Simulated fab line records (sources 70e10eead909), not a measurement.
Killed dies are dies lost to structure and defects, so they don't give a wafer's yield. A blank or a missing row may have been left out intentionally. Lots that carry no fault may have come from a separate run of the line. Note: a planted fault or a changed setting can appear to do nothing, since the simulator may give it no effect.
Matching of chambers || flow nand-harc || 4 sister chambers for NHARC_A_STAIRCASE_DESCUM_312 on rie-diel-03
The step chemistry O2, time 3 s. 4 wafers are shown with their chamber, then 9 later ones without.

WAFERS WITH THEIR CHAMBER
{"wafer": "L083.2", "chamber": 3, "showerhead-plenum-p-Torr (Torr)": 1.90}
{"wafer": "L081.6", "chamber": 1, "showerhead-plenum-p-Torr (Torr)": 1.76}
{"wafer": "L084.3", "chamber": 0, "showerhead-plenum-p-Torr (Torr)": 1.90}
{"wafer": "L084.4", "chamber": 2, "showerhead-plenum-p-Torr (Torr)": 1.78}

WAFERS MISSING THEIR CHAMBER
{"wafer": "L088.1", "showerhead-plenum-p-Torr (Torr)": 1.89}
{"wafer": "L088.2", "showerhead-plenum-p-Torr (Torr)": 1.77}
{"wafer": "L088.5", "showerhead-plenum-p-Torr (Torr)": 1.77}
{"wafer": "L094.1", "showerhead-plenum-p-Torr (Torr)": 1.89}
{"wafer": "L094.2", "showerhead-plenum-p-Torr (Torr)": 1.89}
{"wafer": "L094.6", "showerhead-plenum-p-Torr (Torr)": 1.77}
{"wafer": "L095.1", "showerhead-plenum-p-Torr (Torr)": 1.89}
{"wafer": "L095.4", "showerhead-plenum-p-Torr (Torr)": 1.88}
{"wafer": "L095.6", "showerhead-plenum-p-Torr (Torr)": 1.89}

EACH ONE'S CHAMBER
{"wafer": "L088.1", "from the rows above": "can't be placed: 0 or 3", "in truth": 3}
{"wafer": "L088.2", "from the rows above": "can't be placed: 1 or 2", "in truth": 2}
{"wafer": "L088.5", "from the rows above": "can't be placed: 1 or 2", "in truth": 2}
{"wafer": "L094.1", "from the rows above": "can't be placed: 0 or 3", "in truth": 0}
{"wafer": "L094.2", "from the rows above": "can't be placed: 0 or 3", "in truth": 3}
{"wafer": "L094.6", "from the rows above": "can't be placed: 1 or 2", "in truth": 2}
{"wafer": "L095.1", "from the rows above": "can't be placed: 0 or 3", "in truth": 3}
{"wafer": "L095.4", "from the rows above": "can't be placed: 0 or 3", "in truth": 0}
{"wafer": "L095.6", "from the rows above": "can't be placed: 0 or 3", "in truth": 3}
Correctly placed: 0 of 9. Cannot be placed on the basis of these rows: 9; the candidates contain the true chamber in 9. Number placed wrongly: 0.
How it was worked out, from the rows above alone: a wafer's distance from a chamber is the root of the sum, over the readings, of the square of ((its reading less the chamber's mean) divided by the reading's scatter). The wafer belongs to the nearest chamber; if the next one is less than 2 further off, it can't be placed. The mean given for a chamber averages the wafers shown for that chamber. The scatter (one wafer shown for each chamber): square how far every hidden wafer sits from the nearest shown wafer, average those squares and take the square root.
